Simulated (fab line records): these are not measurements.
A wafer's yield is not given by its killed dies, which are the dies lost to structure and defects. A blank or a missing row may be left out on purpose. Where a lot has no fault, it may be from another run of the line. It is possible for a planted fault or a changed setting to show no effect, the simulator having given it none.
Which tool did it?	flow n5_finfet	57 wafers from 19 lots sampled at 6 of the route's 1938 steps

== WHAT EACH GAUGE READ, for each wafer ==
N5_MOL_CONTACT_COAG_INSPECT_97: inspects for defects (darkfield). Usual: raw_defect_count reads 40 (standard deviation 15).
lot	measured	on	raw_defect_count	flag
L075	day 5 19:35	defect_inspect-01	61 47 43	
L076	day 5 22:35	defect_inspect-02	50 46 46	
L077	day 6 07:22	defect_inspect-02	37 35 23	
L078	day 6 10:21	defect_inspect-02	41 48 33	
L079	day 6 17:23	defect_inspect-01	30 19 29	
L080	day 6 22:25	defect_inspect-01	27 29 48	
L082	day 7 05:59	defect_inspect-02	76 53 44	
L081	day 7 11:42	defect_inspect-01	48 40 55	
L083	day 7 15:28	defect_inspect-02	35 25 27	
L085	day 10 17:02	defect_inspect-02	21 22 30	
L087	day 10 18:13	defect_inspect-01	66 64 32	
L086	day 10 18:34	defect_inspect-02	37 22 48	
L089	day 10 17:40	defect_inspect-02	62 61 46	
L090	day 10 17:37	defect_inspect-01	38 73 51	
L091	day 10 17:55	defect_inspect-02	32 25 31	
L093	day 10 18:14	defect_inspect-02	38 45 18	
L095	day 10 17:20	defect_inspect-02	43 24 63	
L096	day 10 20:02	defect_inspect-02	42 51 51	
L097	day 11 13:04	defect_inspect-02	24 16 20	

== TOOL THAT RAN EACH LOT (tool first, then ch and the chambers of the sampled wafers, then the start) ==
lot	N5_MOL_CONTACT_COAG_ETCH_89	N5_MOL_CONTACT_COAG_VIA_ETCH_46	N5_MOL_CONTACT_COAG_STRIP_119	N5_MOL_CONTACT_COAG_DESCUM_45	N5_MOL_CONTACT_COAG_ETCH_65
L075	rie_diel-03 ch 1,3, day 5 13:17	rie_diel-03 ch 1, day 5 13:50	plasma_asher-01 ch 0,1, day 5 14:07	rie_diel-03 ch 1,3, day 5 14:56	rie_diel-03 ch 1,3, day 5 14:58
L076	rie_diel-03 ch 1,2,3, day 5 14:13	rie_diel-02 ch 0,1,2, day 5 14:47	plasma_asher-01 ch 0,1, day 5 15:00	rie_diel-04 ch 1,3, day 5 15:59	rie_diel-04 ch 1,3, day 5 16:01
L077	rie_diel-02 ch 0,1,2, day 6 00:40	rie_diel-02 ch 0,1,2, day 6 01:07	plasma_asher-01 ch 1, day 6 01:18	rie_diel-02 ch 2,3, day 6 02:42	rie_diel-02 ch 2,3, day 6 02:44
L078	rie_diel-04 ch 1,3, day 6 02:07	rie_diel-03 ch 0,2, day 6 02:42	plasma_asher-02 ch 0,1, day 6 02:53	rie_diel-02 ch 1,2,3, day 6 03:39	rie_diel-02 ch 1,2,3, day 6 03:41
L079	rie_diel-03 ch 0,2, day 6 11:32	rie_diel-04 ch 1,2, day 6 11:58	plasma_asher-01 ch 0,1, day 6 12:10	rie_diel-03 ch 0,1,2, day 6 12:44	rie_diel-03 ch 0,1,2, day 6 12:47
L080	rie_diel-04 ch 0,1,3, day 6 16:27	rie_diel-03 ch 0,1,3, day 6 16:53	plasma_asher-02 ch 0,1, day 6 17:04	rie_diel-04 ch 1,2,3, day 6 17:47	rie_diel-04 ch 1,2,3, day 6 17:49
L082	rie_diel-03 ch 0,1,3, day 6 23:20	rie_diel-04 ch 1,2,3, day 6 23:47	plasma_asher-02 ch 0,1, day 6 23:58	rie_diel-04 ch 1,2,3, day 7 00:41	rie_diel-04 ch 1,2,3, day 7 00:43
L081	rie_diel-03 ch 0,1,2, day 7 05:00	rie_diel-02 ch 0,2,3, day 7 05:34	plasma_asher-01 ch 0,1, day 7 05:46	rie_diel-02 ch 0,2,3, day 7 06:30	rie_diel-02 ch 0,2,3, day 7 06:32
L083	rie_diel-02 ch 0,2,3, day 7 08:57	rie_diel-02 ch 1,2,3, day 7 09:35	plasma_asher-02 ch 0,1, day 7 09:46	rie_diel-03 ch 1,2,3, day 7 10:29	rie_diel-03 ch 1,2,3, day 7 10:32
L085	rie_diel-03 ch 0,2, day 7 23:37	rie_diel-03 ch 2,3, day 8 00:16	plasma_asher-01 ch 1, day 8 00:27	rie_diel-03 ch 0,1, day 8 02:07	rie_diel-03 ch 0,1, day 8 02:09
L087	rie_diel-03 ch 1,2,3, day 8 16:10	rie_diel-02 ch 0,1,2, day 8 16:37	plasma_asher-01 ch 0,1, day 8 16:49	rie_diel-03 ch 0,2,3, day 8 18:25	rie_diel-03 ch 0,2,3, day 8 18:26
L086	rie_diel-03 ch 0,1,3, day 8 16:17	rie_diel-03 ch 0,1,2, day 8 17:14	plasma_asher-02 ch 0,1, day 8 17:26	rie_diel-02 ch 0,1, day 8 19:28	rie_diel-02 ch 0,1, day 8 19:31
L089	rie_diel-03 ch 0,3, day 9 00:58	rie_diel-02 ch 1,2, day 9 01:26	plasma_asher-01 ch 0,1, day 9 01:39	rie_diel-02 ch 0,1,2, day 9 02:46	rie_diel-02 ch 0,1,2, day 9 02:48
L090	rie_diel-02 ch 0,1,2, day 9 05:43	rie_diel-03 ch 1,3, day 9 06:09	plasma_asher-02 ch 0,1, day 9 06:20	rie_diel-02 ch 0,1,2, day 9 06:56	rie_diel-02 ch 0,1,2, day 9 06:58
L091	rie_diel-02 ch 0,1,3, day 9 14:59	rie_diel-02 ch 0,1,2, day 9 15:25	plasma_asher-02 ch 0,1, day 9 15:37	rie_diel-04 ch 0,1,2, day 9 16:19	rie_diel-04 ch 0,1,2, day 9 16:21
L093	rie_diel-04 ch 0,2,3, day 9 23:20	rie_diel-04 ch 0,1, day 9 23:52	plasma_asher-01 ch 0, day 10 00:03	rie_diel-02 ch 1,2,3, day 10 00:57	rie_diel-02 ch 1,2,3, day 10 00:59
L095	rie_diel-03 ch 2,3, day 10 08:32	rie_diel-03 ch 1,2,3, day 10 08:58	plasma_asher-01 ch 0,1, day 10 09:10	rie_diel-02 ch 1,2, day 10 10:01	rie_diel-02 ch 1,2, day 10 10:02
L096	rie_diel-03 ch 1,2,3, day 10 13:16	rie_diel-03 ch 1,2,3, day 10 13:43	plasma_asher-02 ch 0,1, day 10 13:53	rie_diel-02 ch 0,2,3, day 10 14:29	rie_diel-02 ch 0,2,3, day 10 14:31
L097	rie_diel-02 ch 1,2,3, day 11 05:49	rie_diel-02 ch 0,2, day 11 06:38	plasma_asher-02 ch 0,1, day 11 06:49	rie_diel-03 ch 1,2, day 11 08:23	rie_diel-03 ch 1,2, day 11 08:26
- N5_MOL_CONTACT_COAG_ETCH_89: etches underlayer in N2/H2, target depth 13 nm, time 10.4 s.
- N5_MOL_CONTACT_COAG_VIA_ETCH_46: etches SiO2 in C4F6/O2, target depth 46 nm, overetch 9.2 nm, time 40 s.
- N5_MOL_CONTACT_COAG_STRIP_119: strips in N2/H2, time 30 s.
- N5_MOL_CONTACT_COAG_DESCUM_45: chemistry O2, time 7 s.
- N5_MOL_CONTACT_COAG_ETCH_65: etches underlayer in N2/H2, target depth 13 nm, time 10.4 s.

== WHAT THE TOOLS THEMSELVES READ (means of the sampled wafers that have a number; where no wafer has one, the mark that the record gives instead) ==
N5_MOL_CONTACT_COAG_ETCH_89. Usual: bias_w 150.0 W, standard deviation 0.48; drypump_motor_current_A 5.8 A, standard deviation 0.42; etch_rf_on_time_s 10.4 s, standard deviation 0.32; oes_product_au 0.69 a.u., standard deviation 0.074; rf_fwd_power_W 818.9 W, standard deviation 2.5; rf_vpp_V 524 V, standard deviation 3.1; showerhead_plenum_p_Torr 2.56 Torr, standard deviation 0.11; throttle_valve_pct 17.83 %, standard deviation 0.24.
lot	tool	bias_w (W)	drypump_motor_current_A (A)	etch_rf_on_time_s (s)	oes_product_au (a.u.)	rf_fwd_power_W (W)	rf_vpp_V (V)	showerhead_plenum_p_Torr (Torr)	throttle_valve_pct (%)	flag
L075	rie_diel-03	150.0	5.6	10.4	0.77	819.5	527	2.67	17.64	
L076	rie_diel-03	150.2	5.5	10.6	0.72	818.5	526	2.61	17.80	
L077	rie_diel-02	149.8	6.2	10.1	0.65	818.1	523	2.51	17.90	
L078	rie_diel-04	150.4	6.0	10.0	0.79	817.8	524	2.55	17.65	
L079	rie_diel-03	149.9	5.5	10.6	0.61	819.7	522	2.44	18.01	
L080	rie_diel-04	149.8	6.0	10.0	0.80	819.3	523	2.52	17.53	
L082	rie_diel-03	150.1	5.7	10.6	0.70	819.1	525	2.56	17.81	
L081	rie_diel-03	149.8	5.6	10.7	0.65	818.8	522	2.50	17.96	
L083	rie_diel-02	149.4	6.3	10.3	0.70	820.8	525	2.57	17.88	
L085	rie_diel-03	149.9	5.5	10.5	0.60	817.8	521	2.44	18.03	
L087	rie_diel-03	150.2	5.5	10.5	0.68	816.0	525	2.60	17.86	
L086	rie_diel-03	150.5	5.7	10.4	0.68	818.0	524	2.55	17.85	
L089	rie_diel-03	149.6	5.6	10.4	0.64	821.6	523	2.49	17.89	
L090	rie_diel-02	150.2	6.2	10.1	0.69	820.2	524	2.60	17.82	
L091	rie_diel-02	150.1	6.3	10.5	0.71	817.9	524	2.58	17.90	
L093	rie_diel-04	150.0	6.0	10.1	0.72	818.7	522	2.45	17.72	
L095	rie_diel-03	150.1	5.2	10.7	0.63	816.3	524	2.58	17.94	
L096	rie_diel-03	150.3	5.5	10.7	0.66	820.3	525	2.59	17.89	
L097	rie_diel-02	149.9	6.2	10.1	0.72	819.8	527	2.65	17.80	

N5_MOL_CONTACT_COAG_VIA_ETCH_46. Usual: bias_w 455.1 W (standard deviation 1.4); drypump_motor_current_A 5.9 A (standard deviation 0.43); oes_product_au 0.73 a.u. (standard deviation 0.073); rf_fwd_power_W 322.7 W (standard deviation 1.1); rf_vpp_V 1606 V (standard deviation 28); showerhead_plenum_p_Torr 2.87 Torr (standard deviation 0.12); throttle_valve_pct 40.89 % (standard deviation 0.26).
lot	tool	bias_w (W)	drypump_motor_current_A (A)	oes_product_au (a.u.)	rf_fwd_power_W (W)	rf_vpp_V (V)	showerhead_plenum_p_Torr (Torr)	throttle_valve_pct (%)	flag
L075	rie_diel-03	455.4	5.9	0.79	323.7	1583	2.92	41.00	
L076	rie_diel-02	453.4	6.2	0.68	323.2	1614	2.81	41.08	
L077	rie_diel-02	454.3	6.2	0.67	322.1	1613	2.81	41.08	
L078	rie_diel-03	455.5	5.3	0.65	321.3	1605	2.79	40.72	
L079	rie_diel-04	455.3	6.3	0.75	322.1	1582	2.84	40.90	
L080	rie_diel-03	455.7	5.7	0.72	322.5	1592	2.87	40.73	
L082	rie_diel-04	454.4	6.0	0.74	322.9	1580	2.80	40.83	
L081	rie_diel-02	455.5	6.3	0.73	321.9	1614	2.88	41.14	
L083	rie_diel-02	455.4	6.2	0.79	323.2	1606	2.97	41.04	
L085	rie_diel-03	453.9	5.2	0.69	322.7	1635	2.88	40.68	
L087	rie_diel-02	454.8	6.2	0.72	323.9	1621	2.91	40.97	
L086	rie_diel-03	455.4	5.6	0.68	323.0	1588	2.81	40.83	
L089	rie_diel-02	455.4	6.1	0.73	323.0	1617	3.00	40.90	
L090	rie_diel-03	454.0	5.7	0.75	322.9	1603	2.93	40.88	
L091	rie_diel-02	455.4	6.2	0.71	322.7	1620	2.90	40.99	
L093	rie_diel-04	455.6	6.3	0.79	322.2	1583	2.86	40.66	
L095	rie_diel-03	454.9	5.5	0.70	322.1	1619	2.90	40.80	
L096	rie_diel-03	455.1	5.5	0.70	322.7	1619	2.90	40.79	
L097	rie_diel-02	456.6	6.3	0.65	322.8	1629	2.80	41.13	

N5_MOL_CONTACT_COAG_STRIP_119. Usual: drypump_motor_current_A 5.5 A, standard deviation 0.46; heater_power_w 354 W, standard deviation 12.
lot	tool	drypump_motor_current_A (A)	heater_power_w (W)	flag
L075	plasma_asher-01	5.5	342	
L076	plasma_asher-01	5.5	342	
L077	plasma_asher-01	5.8	337	
L078	plasma_asher-02	5.8	359	
L079	plasma_asher-01	5.5	342	
L080	plasma_asher-02	5.8	358	
L082	plasma_asher-02	5.6	361	
L081	plasma_asher-01	5.5	345	
L083	plasma_asher-02	5.8	359	
L085	plasma_asher-01	5.8	339	
L087	plasma_asher-01	5.5	340	
L086	plasma_asher-02	5.6	355	
L089	plasma_asher-01	5.5	347	
L090	plasma_asher-02	5.8	362	
L091	plasma_asher-02	5.9	358	
L093	plasma_asher-01	5.0	361	
L095	plasma_asher-01	5.5	340	
L096	plasma_asher-02	5.8	366	
L097	plasma_asher-02	5.9	352	

N5_MOL_CONTACT_COAG_DESCUM_45. Usual: drypump_motor_current_A 6.0 A, standard deviation 0.41; oes_product_au 0.81 a.u., standard deviation 0.084; rf_fwd_power_W 49.35 W, standard deviation 0.21; rf_vpp_V 243.4 V, standard deviation 1.6; showerhead_plenum_p_Torr 2.11 Torr, standard deviation 0.089; throttle_valve_pct 20.40 %, standard deviation 0.19.
lot	tool	drypump_motor_current_A (A)	oes_product_au (a.u.)	rf_fwd_power_W (W)	rf_vpp_V (V)	showerhead_plenum_p_Torr (Torr)	throttle_valve_pct (%)	flag
L075	rie_diel-03	5.7	0.90	49.30	244.3	2.16	20.40	
L076	rie_diel-04	6.0	0.92	49.31	244.4	2.10	20.23	
L077	rie_diel-02	6.1	0.86	49.26	245.1	2.18	20.29	
L078	rie_diel-02	6.2	0.81	49.50	243.3	2.11	20.39	
L079	rie_diel-03	5.6	0.78	49.32	242.8	2.06	20.49	
L080	rie_diel-04	6.0	0.84	49.62	241.5	2.05	20.44	
L082	rie_diel-04	6.0	0.84	49.62	242.6	2.05	20.44	
L081	rie_diel-02	6.3	0.82	49.45	243.1	2.11	20.39	
L083	rie_diel-03	5.5	0.82	49.07	243.8	2.14	20.34	
L085	rie_diel-03	5.8	0.75	49.49	241.9	2.03	20.59	
L087	rie_diel-03	5.4	0.74	49.27	243.1	2.09	20.38	
L086	rie_diel-02	6.3	0.79	49.20	243.1	2.07	20.45	
L089	rie_diel-02	6.2	0.80	49.26	243.9	2.14	20.37	
L090	rie_diel-02	6.2	0.80	49.26	243.5	2.14	20.38	
L091	rie_diel-04	6.3	0.85	49.42	243.4	2.06	20.47	
L093	rie_diel-02	6.2	0.84	49.51	244.2	2.18	20.31	
L095	rie_diel-02	6.1	0.82	49.55	244.9	2.20	20.30	
L096	rie_diel-02	6.2	0.78	49.26	243.4	2.10	20.45	
L097	rie_diel-03	5.6	0.77	49.26	243.1	2.09	20.56	

N5_MOL_CONTACT_COAG_ETCH_65. Usual: bias_w 150.1 W, standard deviation 0.48; drypump_motor_current_A 6.0 A, standard deviation 0.41; etch_rf_on_time_s 10.3 s, standard deviation 0.34; oes_product_au 0.69 a.u., standard deviation 0.073; rf_fwd_power_W 819.0 W, standard deviation 2.5; rf_vpp_V 524 V, standard deviation 3.1; showerhead_plenum_p_Torr 2.56 Torr, standard deviation 0.11; throttle_valve_pct 17.85 %, standard deviation 0.22.
lot	tool	bias_w (W)	drypump_motor_current_A (A)	etch_rf_on_time_s (s)	oes_product_au (a.u.)	rf_fwd_power_W (W)	rf_vpp_V (V)	showerhead_plenum_p_Torr (Torr)	throttle_valve_pct (%)	flag
L075	rie_diel-03	150.1	5.7	10.4	0.76	821.8	526	2.63	17.74	
L076	rie_diel-04	150.0	6.0	10.1	0.78	817.2	524	2.55	17.63	
L077	rie_diel-02	149.9	6.1	10.0	0.74	818.5	526	2.65	17.73	
L078	rie_diel-02	150.3	6.2	10.2	0.70	818.4	524	2.56	17.86	
L079	rie_diel-03	150.1	5.6	10.7	0.65	820.8	523	2.51	17.96	
L080	rie_diel-04	150.4	6.0	10.1	0.72	821.3	522	2.49	17.80	
L082	rie_diel-04	150.3	6.0	10.3	0.72	820.2	523	2.49	17.80	
L081	rie_diel-02	150.0	6.2	10.2	0.70	821.0	525	2.57	17.89	
L083	rie_diel-03	149.8	5.5	10.7	0.70	819.6	526	2.61	17.83	
L085	rie_diel-03	149.8	5.8	10.4	0.64	818.6	522	2.45	17.97	
L087	rie_diel-03	149.7	5.4	10.6	0.64	819.6	524	2.54	17.90	
L086	rie_diel-02	150.1	6.3	10.5	0.67	821.6	524	2.53	17.95	
L089	rie_diel-02	149.9	6.2	10.1	0.69	820.9	525	2.60	17.81	
L090	rie_diel-02	150.1	6.2	10.1	0.69	819.7	525	2.60	17.82	
L091	rie_diel-04	150.4	6.3	10.2	0.72	817.9	523	2.49	17.81	
L093	rie_diel-02	150.2	6.2	10.1	0.72	819.9	527	2.66	17.77	
L095	rie_diel-02	149.8	6.1	9.9	0.70	819.0	527	2.67	17.71	
L096	rie_diel-02	149.9	6.2	10.2	0.67	818.0	525	2.55	17.94	
L097	rie_diel-03	150.2	5.6	10.9	0.64	820.4	524	2.54	18.00	

== THE ANSWER, worked out from the rows above alone ==
Rule: lot off if the mean of its wafers having a number is beyond 3 standard deviations from the usual mean. A lot without any number at a reading at which 4 lots or more have one is off too. The other lots that the step has rows for count as sound. After the gauges, taken in route order, come the tools' own readings; for these a lot's mean is taken, as printed above. The first step at which some lot is off is used, and at that step the reading that is off furthest; a lot without a number counts as furthest.
No lot is off on any of the readings shown, so nothing can be concluded from this.

== WHAT HAD BEEN PUT IN BY THE SIMULATOR ==
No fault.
